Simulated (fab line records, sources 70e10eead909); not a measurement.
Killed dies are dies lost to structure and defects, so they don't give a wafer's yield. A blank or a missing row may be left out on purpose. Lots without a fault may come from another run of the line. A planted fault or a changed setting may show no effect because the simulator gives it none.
A struck lot beside a sound one | flow nand_harc | 15 steps out of a route of 1302
Sound: wafers L264.1, L264.3, L264.6. Struck: wafer L278.3. (L278.2, L278.4 of the same lot were not struck and are left out.) The cause comes at the end.
At each step with rows: each side's tool, then ch and its chambers, then its first start. Under that, the readings that differ: sound wafers | struck wafers | difference of the means | sigmas: that difference in standard deviations of wafers without a fault.
alike: readings whose means differ by less than 2 such deviations, and words and numbers that are the same on both sides. not compared: withheld readings, readings that some wafer has no value for, bounds like >300 that may hide the same value, and numbers for which the record gives no deviation and whose values overlap.
The two part at a step that has a row with sigmas, a row that says differs or no value, or rows on one side only. Numbers that don't overlap but have no deviation are shown without sigmas and don't part them. A reading that every wafer of one side lacks parts them only if that side has two wafers or more.

NHARC_A_DECK1_JOINT_ETCHBACK_07: etches the open film in HBr, target depth 105 nm, time 26.9 s.
  sound on rie_si-06 ch 0,1,3, day 11 18:38; struck on rie_si-06 ch 0, day 17 21:14
  alike: drypump_motor_current_A, oes_product_au, run_length_s, throttle_valve_pct
  not compared: rf_hours_counter_h
then, 8 steps without rows for these wafers: NHARC_A_DECK1_JOINT_ETCH_25 (etches SiO2 in dHF, target depth 0.5 nm); NHARC_A_DECK1_JOINT_ETCH_19 (etches poly-Si in TMAH, target depth 3 nm); NHARC_A_DECK1_JOINT_ETCH_18 (etches SiO2 in dHF, target depth 3 nm); NHARC_A_DECK1_JOINT_WET_08 (chemistry H3PO4, time 86 s); NHARC_A_DECK1_JOINT_ETCH_09 (etches SiO2 in dHF, target depth 5 nm); NHARC_A_DECK1_JOINT_WET_10 (chemistry H3PO4, time 86 s); NHARC_A_DECK1_JOINT_ETCH_11 (etches SiO2 in dHF, target depth 35 nm); NHARC_A_DECK1_JOINT_CVD_12 (deposits poly-Si, target thk 90 nm, time 1800 s).
NHARC_A_DECK1_JOINT_CMP_13: polishes, target thk 51.023 nm.
  sound on cmp-04 ch 0,1, day 12 07:23; struck on cmp-02 ch 0, day 18 07:31
  reading             | sound          | struck | difference | sigmas
  motor_current_A (A) | 12.2 10.8 10.7 | 13.6   | +2.4       | +2
  alike: time_to_endpoint_s
NHARC_A_DECK1_JOINT_THK_MEAS_14: measures by ellipsometry.
  sound on film_metro-01, day 12 07:38; struck on film_metro-01, day 18 07:46
  alike: thk_nm
then, 1 step without rows for these wafers: NHARC_A_DECK1_JOINT_SRD_04.
NHARC_A_DECK1_JOINT_ETCHBACK_00: etches the open film in HBr, target depth 30 nm, time 17.4 s.
  sound on rie_si-02 ch 0,1, day 12 07:47; struck on rie_si-01 ch 3, day 18 07:54
  reading          | sound          | struck | difference | sigmas
  run_length_s (s) | 39.1 38.6 38.7 | 28.7   | -10.1      | -21
  alike: drypump_motor_current_A, oes_product_au, throttle_valve_pct
  not compared: rf_hours_counter_h
then, 1 step without rows for these wafers: NHARC_A_DECK1_JOINT_PRECLEAN_30 (cleans in SC1).
NHARC_END_SORT_01:
  the record has rows for the sound wafers here (prober-01 ch 0, day 25 00:47) and none for the struck ones

WHERE THEY PART
First at NHARC_A_DECK1_JOINT_CMP_13; last, within this record, at NHARC_END_SORT_01.

WHY: what the simulator had put in
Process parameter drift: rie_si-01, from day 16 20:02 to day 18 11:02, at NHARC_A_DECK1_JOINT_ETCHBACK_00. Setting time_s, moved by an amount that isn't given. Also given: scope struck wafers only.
